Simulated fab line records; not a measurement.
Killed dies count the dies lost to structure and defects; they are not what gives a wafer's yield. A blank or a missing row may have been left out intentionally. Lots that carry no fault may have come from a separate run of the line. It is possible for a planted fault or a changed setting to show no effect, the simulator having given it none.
Split-lot trial -- flow n5 finfet -- on a route of 1938 steps: 7 lots, 39 wafers read

== THE SPLIT ==
At N5_MOL_CONTACT_COAG_EXPOSE_05 (exposes mask CA, defocus 0 nm), the setting dose mj was moved away from the recipe's 38.25 on 18 of the 39 wafers read, by -6.5% to +7.8%. For the rest of the wafers, this setting stayed at what the recipe calls for.

== FROM THE SPLIT TO THE READING: what the file shows between them, 10 steps ==
- N5_MOL_CONTACT_COAG_PEB_06: peb time 60 s
- N5_MOL_CONTACT_COAG_DEVELOP_07: develop time 30 s
- N5_MOL_CONTACT_COAG_CD_MEAS_08: target cd 28 nm
- N5_MOL_CONTACT_COAG_DESCUM_13: chemistry O2, time 7 s
- N5_MOL_CONTACT_COAG_ETCH_59: etches underlayer in N2/H2, target depth 13 nm, time 10.4 s
- N5_MOL_CONTACT_COAG_ETCH_105: etches SiARC in CF4, target depth 15.6 nm, time 26 s
- N5_MOL_CONTACT_COAG_ETCH_106: etches SOC in N2/H2, target depth 80 nm, overetch 16 nm, time 120 s
- N5_MOL_CONTACT_COAG_STRIP_107: strips in N2/H2
- N5_MOL_CONTACT_COAG_ETCH_110: etches Si in CF4/O2, target depth 2.5 nm, time 8 s
- N5_MOL_CONTACT_COAG_STRIP_98: strips in N2/H2

== THE READING ==
Shown in nm: cd nm at N5_MOL_CONTACT_COAG_CD_MEAS_99, with target cd 17.2 nm. On this fab line, fault-free wafers typically give 17.2 nm with a standard deviation of 0.36 nm.

wafer,"tool, chamber at the split",dose mj as run,against the recipe,"cd nm, nm",against lot-mates on the recipe
L077.1,"euv scanner-01, 0",35.77,-6.5%,15.5,-1.3
L077.2,"euv scanner-01, 0",35.77,-6.5%,15.9,-0.9
L077.3,"euv scanner-01, 0",35.77,-6.5%,15.3,-1.5
L077.4,"euv scanner-01, 0",38.25,recipe,16.6,-
L077.5,"euv scanner-01, 0",38.25,recipe,16.2,-
L077.6,"euv scanner-01, 0",38.25,recipe,17.5,-
L079.1,"euv scanner-02, 0",38.25,recipe,17.1,-
L079.3,"euv scanner-02, 0",38.25,recipe,17.2,-
L079.5,"euv scanner-02, 0",38.25,recipe,17.3,-
L085.1,"euv scanner-01, 0",38.25,recipe,17.4,-
L085.2,"euv scanner-01, 0",37.04,-3.2%,16.2,-1.1
L085.3,"euv scanner-01, 0",38.25,recipe,17.7,-
L085.4,"euv scanner-01, 0",38.25,recipe,16.8,-
L085.5,"euv scanner-01, 0",37.04,-3.2%,16.2,-1.1
L085.6,"euv scanner-01, 0",37.04,-3.2%,16.1,-1.2
L092.1,"euv scanner-01, 0",38.25,recipe,17.7,-
L092.2,"euv scanner-01, 0",38.25,recipe,17.3,-
L092.3,"euv scanner-01, 0",41.25,+7.8%,18.7,+1.2
L092.4,"euv scanner-01, 0",38.25,recipe,17.6,-
L092.5,"euv scanner-01, 0",41.25,+7.8%,18.6,+1.1
L092.6,"euv scanner-01, 0",41.25,+7.8%,18.9,+1.4
L093.1,"euv scanner-01, 0",38.25,recipe,17.1,-
L093.2,"euv scanner-01, 0",35.95,-6.0%,15.5,-1.4
L093.3,"euv scanner-01, 0",35.95,-6.0%,15.5,-1.4
L093.4,"euv scanner-01, 0",35.95,-6.0%,15.8,-1.1
L093.5,"euv scanner-01, 0",38.25,recipe,17.0,-
L093.6,"euv scanner-01, 0",38.25,recipe,16.7,-
L094.1,"euv scanner-01, 0",39.82,+4.1%,18.4,+1.0
L094.2,"euv scanner-01, 0",39.82,+4.1%,17.8,+0.4
L094.3,"euv scanner-01, 0",39.82,+4.1%,18.1,+0.7
L094.4,"euv scanner-01, 0",38.25,recipe,17.0,-
L094.5,"euv scanner-01, 0",38.25,recipe,17.5,-
L094.6,"euv scanner-01, 0",38.25,recipe,17.7,-
L096.1,"euv scanner-02, 0",38.25,recipe,17.3,-
L096.2,"euv scanner-02, 0",38.25,recipe,16.9,-
L096.3,"euv scanner-02, 0",40.88,+6.9%,18.4,+1.1
L096.4,"euv scanner-02, 0",40.88,+6.9%,18.2,+0.9
L096.5,"euv scanner-02, 0",38.25,recipe,17.8,-
L096.6,"euv scanner-02, 0",40.88,+6.9%,18.5,+1.2

FIT RESULTS
A straight line over all 39 wafers: cd nm changes by +0.222 nm for each +1% of dose mj; r = +0.93; the points scatter about the line by 0.36 nm.
The same after taking each lot's own level away (the mean of its wafers on the recipe; 39 wafers): +0.183 nm for each +1%; r = +0.92; scatter 0.32 nm.
The reading moves by 1.4 nm for the largest change in dose mj, on that fit.
The span of the lots' own levels, 16.77 to 17.53 nm, comes to 2.1 times the standard deviation stated above.
So the lot-to-lot level changes the slope: the two fits differ.
Check: with one of the wafers moved furthest among these (+7.8%) left out of the fit, the line predicts +1.35 nm for it against its lot-mates. Against them it came out at +1.17 nm.

== THE OTHER SPLITS THESE WAFERS WENT THROUGH ==
Before the reading, these wafers also passed through other splits. Each is held against what the fit with the lots' levels taken away leaves over:
other split on the same wafers,wafers away from the commonest value,r with cd nm (lot level and that fit taken away)
N5_DUMMY_GATE_ETCH_31 target depth a,18,-0.07
N5_SD_EPI_N_ETCH_35 source w,15,-0.19
N5_SD_EPI_P_ETCH_36 bias w,9,+0.00

== THE WHOLE CHAIN: every reading that the file lists as answering this split, in the file's order ==
step,what it does,reading,change (the file's fit),r (the file's)
N5_MOL_CONTACT_COAG_CD_MEAS_08,target cd 28 nm,cd nm,+0.222 nm for each +1% of the setting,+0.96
N5_MOL_CONTACT_COAG_ETCH_59,"etches underlayer in N2/H2, target depth 13 nm, time 10.4 s","MOL_CONTACT_COAG.cd offset nm (the simulator's own value, which no gauge read)",+0.208 nm for each +1% of the setting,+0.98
N5_MOL_CONTACT_COAG_ETCH_105,"etches SiARC in CF4, target depth 15.6 nm, time 26 s","MOL_CONTACT_COAG.cd offset nm (the simulator's own value, which no gauge read)",+0.198 nm for each +1% of the setting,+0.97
N5_MOL_CONTACT_COAG_CD_MEAS_99,target cd 17.2 nm,cd nm,+0.183 nm for each +1% of the setting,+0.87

== FILE'S OWN FIT ==
cd nm changes by +0.183 nm for each +1% of dose mj, r = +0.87.
